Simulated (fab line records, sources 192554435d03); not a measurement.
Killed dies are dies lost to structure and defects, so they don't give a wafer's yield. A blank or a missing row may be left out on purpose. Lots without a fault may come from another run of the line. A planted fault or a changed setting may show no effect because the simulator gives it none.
Problem report in the 8D (eight disciplines) form, filled by code | flow n5_finfet | the parts of the form that need people (team, actions taken, sign-off) are left out

1. THE PROBLEM
killed_at_M4_up at N5_PASSIVATION_PROBE_49 reads a mean of 106 on 3 wafers of 3 lots; wafers without a fault read 13 with a standard deviation of 5.2. That is +18 standard deviations from the usual mean.
First seen on wafer L902.4, day 13 21:25, on prober-01. The record holds 9 wafers of 3 lots with a number at this step. Rule for "out", or "out of limits": more than 4 standard deviations from the usual mean. The other wafers with a number count as sound.

2. WHAT IT IS AND WHAT IT IS NOT
question                    | is                                                                                                   | is not
which readings at this step | killed_at_M4_up, defect_limited_yield, killed_dies, sort_bin_5_function, sort_n_pass, sort_yield_pct | killed_at_M0_to_M3, killed_at_contacts, killed_at_front_end, killed_at_other, killed_open, killed_short, sort_bin_6_memory, sort_bin_8_speed
which lots                  | L900, L901, L902                                                                                     | -
which wafers of those lots  | L900.6, L901.4, L902.4                                                                               | L900.1, L900.5, L901.1, L901.3, L902.3, L902.5
read on which tools         | prober-01, prober-02                                                                                 | -
when                        | from day 13 21:25                                                                                    | up to then (1 sound wafer); but 5 sound wafers of L900, L901, L902 came after

3. SUSPECTS, AND WHAT RULES EACH OUT
Counting: a tool at a process step up to the reading stays a suspect if it ran every lot that is out. Sound lots after the first of them don't rule it out here, since some wafers of a struck lot are sound.
- cvd_co-01 at N5_BEOL_M5_CVD_47 (deposits Co from CCTBA/H2, target thk 3 nm, time 216 s): kept. It ran every lot that is out, first L901 (day 9 19:21).
- Within cvd_co-01 at N5_BEOL_M5_CVD_47: the wafers that are out ran in chamber 1; their sound lot-mates ran in chambers 0, 2.
Left after counting: cvd_co-01 at N5_BEOL_M5_CVD_47.

4. THE CAUSE (what the simulator had put in)
Chamber particle source: cvd_co-01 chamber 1, from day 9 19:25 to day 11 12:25, at N5_BEOL_M5_CVD_47. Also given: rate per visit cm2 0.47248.
Counting left only this tool.

5. THE CHAIN OF EFFECTS, in route order
Each row: a reading whose mean over the struck wafers that have a number lies more than 3 standard deviations from the usual. Only readings for which the record gives a usual standard deviation are gone through. hours: the time from each lot's start at the first step in this table that gives one to its start at this step, as a median over the lots. sigmas: the change in usual standard deviations.
hours | step                    | reading              | usual  | on struck wafers | change | sigmas
0     | N5_PASSIVATION_PROBE_49 | defect_limited_yield | 91.6 % | 84.7             | -6.9   | -5.7
0     | N5_PASSIVATION_PROBE_49 | killed_at_M4_up      | 13     | 106              | +93    | +18
0     | N5_PASSIVATION_PROBE_49 | killed_dies          | 99     | 181              | +82    | +5.4
0     | N5_PASSIVATION_PROBE_49 | sort_bin_5_function  | 4.9 %  | 9.7              | +4.8   | +6.3
0     | N5_PASSIVATION_PROBE_49 | sort_n_pass          | 1081   | 999              | -82    | -5.4
0     | N5_PASSIVATION_PROBE_49 | sort_yield_pct       | 91.6 % | 84.7             | -6.9   | -5.7
The process steps in it:
- N5_PASSIVATION_PROBE_49

6. WHAT WOULD HAVE CAUGHT IT SOONER
In this record the first reading out of limits was taken at day 13 21:25, 98 hours after the fault began at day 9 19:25.
Of the tool readings at N5_BEOL_M5_CVD_47 for which the record gives a usual standard deviation, none was out on any struck wafer, so an alarm limit of 4 standard deviations on them would not have fired.
All the lots that are out (3) had begun N5_BEOL_M5_CVD_47 on cvd_co-01 by day 13 21:25. A hold on the tool at that time would have spared none of them.
